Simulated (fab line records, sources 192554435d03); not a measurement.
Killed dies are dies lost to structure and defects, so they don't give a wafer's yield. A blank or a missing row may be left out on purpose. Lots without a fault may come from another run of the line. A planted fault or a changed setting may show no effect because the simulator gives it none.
Problem report in the 8D (eight disciplines) form, filled by code | flow n5_finfet | the parts of the form that need people (team, actions taken, sign-off) are left out

1. THE PROBLEM
bias_w at N5_HKMG_FIN_ETCH_35 reads a mean of 4.801 W on 9 wafers of 3 lots; wafers without a fault read 5.001 W with a standard deviation of 0.016. That is -13 standard deviations from the usual mean.
The step: etches SOC in N2/H2, target depth 215.8 nm, time 243.4 s.
First seen on wafer L768.1, day 5 14:49, on rie_diel-06. The record holds 27 wafers of 9 lots with a number at this step. Rule for "out", or "out of limits": more than 4 standard deviations from the usual mean. The other wafers with a number count as sound.

2. WHAT IT IS AND WHAT IT IS NOT
question                    | is                     | is not
which readings at this step | bias_w                 | drypump_motor_current_A, oes_product_au, showerhead_plenum_p_Torr, throttle_valve_pct
which lots                  | L768, L770, L774       | L762, L766, L769, L783, L784, L785
which wafers of those lots  | all that have a number | -
read on which tools         | rie_diel-06            | rie_diel-02, rie_diel-04
when                        | from day 5 14:49       | up to then (6 sound wafers); but 12 sound wafers of L769, L783, L784, L785 came after

3. SUSPECTS, AND WHAT RULES EACH OUT
Counting: a tool at a process step up to the reading stays a suspect if it ran every lot that is out and no sound lot after the first of them.
- rie_diel-06 at N5_HKMG_FIN_DESCUM_17 (chemistry O2, time 7.9 s): ruled out as a lasting fault. Sound lots L784 ran on it after its first lot that is out, L768 (day 5 14:31).
- rie_diel-06 at N5_HKMG_FIN_ETCH_35 (etches SOC in N2/H2, target depth 215.8 nm, time 243.4 s): ruled out as a lasting fault. Sound lots L784 ran on it after its first lot that is out, L768 (day 5 14:49).
Left after counting: nothing in the record.

4. THE CAUSE (what the simulator had put in)
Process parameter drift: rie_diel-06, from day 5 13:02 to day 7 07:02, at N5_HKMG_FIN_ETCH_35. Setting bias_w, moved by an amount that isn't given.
Counting ruled it out, wrongly.

5. THE CHAIN OF EFFECTS, in route order
Each row: a reading whose mean over the struck wafers that have a number lies more than 3 standard deviations from the usual. Only readings for which the record gives a usual standard deviation are gone through. hours: the time from each lot's start at the first step in this table that gives one to its start at this step, as a median over the lots. sigmas: the change in usual standard deviations.
hours | step                | reading  | usual   | on struck wafers | change | sigmas
0     | N5_HKMG_FIN_ETCH_35 | bias_w   | 5.001 W | 4.801            | -0.200 | -13
0     | N5_HKMG_FIN_ETCH_35 | rf_vpp_V | 141.7 V | 138.1            | -3.6   | -3.3
The process steps in it:
- N5_HKMG_FIN_ETCH_35: etches SOC in N2/H2, target depth 215.8 nm, time 243.4 s.
Later measuring or inspecting steps at which every struck wafer that the step has a row for has a number for every such reading, and none has moved that far: N5_BEOL_M4_RC_MEAS_101.

6. WHAT WOULD HAVE CAUGHT IT SOONER
In this record the first reading out of limits was taken at day 5 14:49, 2 hours after the fault began at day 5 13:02.
